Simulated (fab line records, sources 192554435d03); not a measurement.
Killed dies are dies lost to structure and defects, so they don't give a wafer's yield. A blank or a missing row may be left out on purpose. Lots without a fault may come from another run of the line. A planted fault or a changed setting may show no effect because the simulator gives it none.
A struck lot beside a sound one | flow n5_finfet | 15 steps out of a route of 1938
Sound: wafers L360.3, L360.4, L360.6. Struck: wafer L371.4. (L371.5, L371.6 of the same lot were not struck and are left out.) The cause comes at the end.
At each step with rows: each side's tool, then ch and its chambers, then its first start. Under that, the readings that differ: sound wafers | struck wafers | difference of the means | sigmas: that difference in standard deviations of wafers without a fault.
alike: readings whose means differ by less than 2 such deviations, and words and numbers that are the same on both sides. not compared: withheld readings, readings that some wafer has no value for, bounds like >300 that may hide the same value, and numbers for which the record gives no deviation and whose values overlap.
The two part at a step that has a row with sigmas, a row that says differs or no value, or rows on one side only. Numbers that don't overlap but have no deviation are shown without sigmas and don't part them. A reading that every wafer of one side lacks parts them only if that side has two wafers or more.

first, 6 steps without rows for these wafers: N5_BEOL_M4_COAT_05 (resist thk 30 nm); N5_BEOL_M4_EBR_07; N5_BEOL_M4_SOFTBAKE_06 (time 60 s); N5_BEOL_M4_EXPOSE_08 (exposes mask M4); N5_BEOL_M4_PEB_09 (peb time 60 s); N5_BEOL_M4_DEVELOP_10 (develop time 30 s).
N5_BEOL_M4_CD_MEAS_11: target cd 16.79 nm.
  sound on cd_sem-01 ch 0, day 10 10:52; struck on cd_sem-02 ch 0, day 13 14:40
  alike: cd_nm
N5_BEOL_M4_OVL_MEAS_12:
  sound on overlay-01 ch 0, day 10 10:55; struck on overlay-01 ch 0, day 13 14:43
  alike: M4_OVL
N5_BEOL_M4_INSPECT_13: inspects for defects (brightfield).
  sound on defect_inspect-02, day 10 10:57; struck on defect_inspect-02, day 13 14:46
  alike: raw_defect_count
N5_BEOL_M4_DESCUM_16: chemistry O2, time 7 s.
  sound on rie_diel-04 ch 0,2,3, day 10 10:59; struck on rie_diel-04 ch 0, day 13 14:47
  alike: drypump_motor_current_A, oes_product_au, rf_vpp_V, showerhead_plenum_p_Torr, throttle_valve_pct
  not compared: rf_hours_counter_h
N5_BEOL_M4_ETCH_74: etches underlayer in N2/H2, target depth 6.5 nm, time 5.2 s.
  sound on rie_diel-04 ch 0,2,3, day 10 11:01; struck on rie_diel-04 ch 0, day 13 14:50
  alike: bias_w, drypump_motor_current_A, etch_rf_on_time_s, oes_product_au, rf_vpp_V, showerhead_plenum_p_Torr, throttle_valve_pct
  not compared: rf_hours_counter_h
N5_BEOL_M4_ETCH_63: etches SiARC in CF4, target depth 15.6 nm, time 26 s.
  sound on rie_diel-04 ch 0,2,3, day 10 11:02; struck on rie_diel-04 ch 0, day 13 14:50
  alike: bias_w, drypump_motor_current_A, etch_rf_on_time_s, oes_product_au, rf_vpp_V, showerhead_plenum_p_Torr, throttle_valve_pct
  not compared: rf_hours_counter_h
N5_BEOL_M4_ETCH_64: etches SOC in N2/H2, target depth 75 nm, overetch 22.5 nm, time 121.9 s.
  sound on rie_diel-04 ch 0,2,3, day 10 11:04; struck on rie_diel-04 ch 0, day 13 14:52
  reading                                    | sound             | struck | difference | sigmas
  bias_w (W)                                 | 149.6 150.3 150.7 | 176.4  | +26.2      | +52
  rf_vpp_V (V)                               | 524.6 521.1 520.6 | 575.3  | +53.2      | +22
  model.SiARC_of_BEOL_M4_COAT_62.thk_nm (nm) | 6.6 6.4 6.6       | 5.2    | -1.3       |
  alike: drypump_motor_current_A, oes_product_au, showerhead_plenum_p_Torr, throttle_valve_pct
  not compared: rf_hours_counter_h
then, 1 step without rows for these wafers: N5_BEOL_M4_STRIP_65 (strips in N2/H2).
N5_BEOL_M4_RC_MEAS_101:
  sound on prober-02 ch 0, day 10 22:32; struck on prober-02 ch 0, day 14 05:05
  alike: DIBL_N, DIBL_P, IOFF_N, IOFF_P, ION_N, ION_P, SS_N, SS_P, VT_N, VT_P

WHERE THEY PART
Only at N5_BEOL_M4_ETCH_64, within this record. Later steps at which nothing parts them and some readings are alike: N5_BEOL_M4_RC_MEAS_101.

WHY: what the simulator had put in
Process parameter drift: rie_diel-04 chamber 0, from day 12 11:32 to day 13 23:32, at N5_BEOL_M4_ETCH_64. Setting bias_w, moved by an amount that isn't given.
